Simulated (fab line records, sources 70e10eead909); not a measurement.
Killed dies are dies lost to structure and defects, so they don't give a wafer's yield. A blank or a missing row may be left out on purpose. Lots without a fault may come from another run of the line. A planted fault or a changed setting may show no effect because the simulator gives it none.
Which tool did it? | flow nand_harc | 6 lots, 18 wafers sampled, at 5 steps of a route of 1302

WHAT THE GAUGES READ, wafer by wafer
NHARC_END_SORT_01.
lot  | measured     | on        | killed_at_array
L912 | day 24 15:41 | prober-02 | 675 676 675

WHICH TOOL RAN EACH LOT (tool, then ch and the chambers of the sampled wafers, then the start)
lot  | NHARC_A_CHANNEL_HOLE_D2_ETCH_44    | NHARC_A_CHANNEL_FILL_D2_CVD_18   | NHARC_A_CHANNEL_FILL_D2_ETCHBACK_19 | NHARC_A_CHANNEL_FILL_D2_STRIP_29
L912 | rie_diel-01 ch 0,2, day 14 05:22   | lpcvd_poly-01 ch 0, day 15 04:41 | rie_si-03 ch 0,2,3, day 15 09:18    | rie_diel-08 ch 0,3, day 24 15:41 or earlier
L920 | rie_diel-01 ch 0,1,2, day 17 18:54 | lpcvd_poly-02 ch 0, day 18 14:59 | rie_si-01 ch 1,2, day 18 17:04      | rie_diel-13 ch 1,3, no start
L925 | rie_diel-03 ch 0,2,3, day 19 22:01 | lpcvd_poly-01 ch 0, day 20 21:13 | rie_si-04 ch 0,2, day 20 23:16      | rie_diel-05 ch 1,2, no start
L929 | rie_diel-04 ch 1,3, day 21 04:11   | lpcvd_poly-01 ch 0, day 22 04:22 | rie_si-03 ch 0,2,3, day 22 06:28    | rie_diel-05 ch 0,3, no start
L932 | rie_diel-03 ch 0,2, day 22 04:47   | lpcvd_poly-01 ch 0, day 23 05:05 | rie_si-04 ch 1,2, day 23 07:10      | rie_diel-05 ch 0,1,2, no start
L933 | rie_diel-03 ch 2,3, day 23 05:55   | lpcvd_poly-03 ch 0, day 24 05:34 | rie_si-01 ch 1,2,3, day 24 07:42    | rie_diel-08 ch 0,1,3, no start
- NHARC_A_CHANNEL_HOLE_D2_ETCH_44: etches the open film in CF4/O2, target depth 140 nm, overetch 14 nm, time 77 s.
- NHARC_A_CHANNEL_FILL_D2_CVD_18: deposits poly-Si, target thk 3 nm.
- NHARC_A_CHANNEL_FILL_D2_ETCHBACK_19: etches the open film in HBr/Cl2, target depth 5 nm, time 1.7 s.
- NHARC_A_CHANNEL_FILL_D2_STRIP_29: strips in O2, time 20 s.

THE ANSWER, worked out from the rows above alone
Rule: what is usual is taken from the lots themselves. Put in order of their means at a reading, lots are off if they are a third of the lots or fewer, leave a main group of 4 or more, and stand apart from it by a gap of 3 or more times the standard deviation of the main group's means; of several such gaps the widest counts. A main group whose means are all the same, to the digits that the tables above print for the reading, isn't used. A lot without any number at a reading at which 4 lots or more have one is off too. The other lots that the step has rows for count as sound.
No lot is off at any reading shown: from this, nothing can be told.

WHAT THE SIMULATOR HAD PUT IN
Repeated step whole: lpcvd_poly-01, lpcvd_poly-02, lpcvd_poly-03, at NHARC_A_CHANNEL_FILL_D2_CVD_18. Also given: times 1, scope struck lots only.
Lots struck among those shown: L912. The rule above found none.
